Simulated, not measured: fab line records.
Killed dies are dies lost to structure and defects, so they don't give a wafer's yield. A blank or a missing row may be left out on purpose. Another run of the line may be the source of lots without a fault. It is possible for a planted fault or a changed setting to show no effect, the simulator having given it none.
8D (eight disciplines) problem report, filled in by code / flow nand-harc / the parts of the form that need people (team, actions taken, sign-off) are left out

== 1. WHAT IS WRONG ==
Wafers with no fault read 86.2 s with a standard deviation of 0.49, whereas run-length-s at NHARC_A_CHANNEL_HOLE_D1_ETCH_38 reads a mean of 70.3 s on 1 wafer of 1 lot. That is -32 standard deviations from the usual mean.
The step: etches the open film in CF4, target depth 39 nm, time 65 s.
Seen first at day 11 07:11 on rie-diel-12, wafer L174.5. At this step, 30 wafers from 10 lots have a number in the record. By rule, "out" or "out of limits" means more than 4 standard deviations away from the usual mean. The other wafers with a number count as sound.

== 2. WHAT IT IS, WHAT IT ISN'T ==
question=which readings at this step | is=run-length-s | is not=drypump-motor-current-A, oes-product-au, rf-vpp-V, showerhead-plenum-p-Torr, throttle-valve-pct
question=which lots | is=L174 | is not=L162, L163, L165, L169, L170, L171, L173, L177, L178
question=which wafers of those lots | is=L174.5 | is not=L174.3, L174.4
question=read on which tools | is=rie-diel-12 | is not=rie-diel-01, rie-diel-13
question=when | is=from day 11 07:11 | is not=up to then (20 sound wafers); but 9 sound wafers of L173, L177, L178 came after

== 3. THE SUSPECTS, EACH WITH WHAT RULES IT OUT ==
Counting: a tool at a process step up to the reading stays a suspect if it ran every lot that is out. Sound lots after the first of them don't rule it out here, since some wafers of a struck lot are sound.
- rie-diel-12 at NHARC_A_CHANNEL_HOLE_D1_ETCH_38 (etches the open film in CF4, target depth 39 nm, time 65 s): kept. L174, the lot that is out, went through it at day 11 07:11; up to then, the latest sound lot through it was L169 at day 10 05:01. Its own readings are out on those wafers: run-length-s.
- At NHARC_A_CHANNEL_HOLE_D1_ETCH_38, inside rie-diel-12: chamber 3 took the wafers that are out, while their sound lot-mates went through chambers 0, 1.
Remaining after the count: rie-diel-12 at NHARC_A_CHANNEL_HOLE_D1_ETCH_38.

== 4. THE CAUSE (what the simulator had put in) ==
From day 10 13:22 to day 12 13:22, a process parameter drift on rie-diel-12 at NHARC_A_CHANNEL_HOLE_D1_ETCH_38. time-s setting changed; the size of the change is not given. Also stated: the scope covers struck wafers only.
After counting, this tool was the only one left.

== 5. THE EFFECT CHAIN, in route order ==
One row per reading whose mean, taken over the struck wafers that have a number, lies over 3 standard deviations from the usual. Readings are gone through only where the record gives a usual standard deviation; hours: the median, over the lots, of the time from a lot's start at the first step in this table giving one to that lot's start at this step; sigmas: the change measured in usual standard deviations.
hours=0; step=NHARC_A_CHANNEL_HOLE_D1_ETCH_38; reading=run-length-s; usual=86.2 s; on struck wafers=70.3; change=-15.9; sigmas=-32
The process steps in it:
- NHARC_A_CHANNEL_HOLE_D1_ETCH_38: etches the open film in CF4, target depth 39 nm, time 65 s.
Readings that are blank on the struck wafers while sound wafers have them: rf-fwd-power-W at NHARC_A_CHANNEL_HOLE_D1_ETCH_38.
Later steps that measure or inspect, where all struck wafers having a row at the step show a number for every such reading and not one has moved that far: NHARC_END_SORT_01.

== 6. HOW IT WOULD HAVE BEEN CAUGHT EARLIER ==
In this record the first reading out of limits was taken at day 11 07:11, 18 hours after the fault began at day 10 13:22.
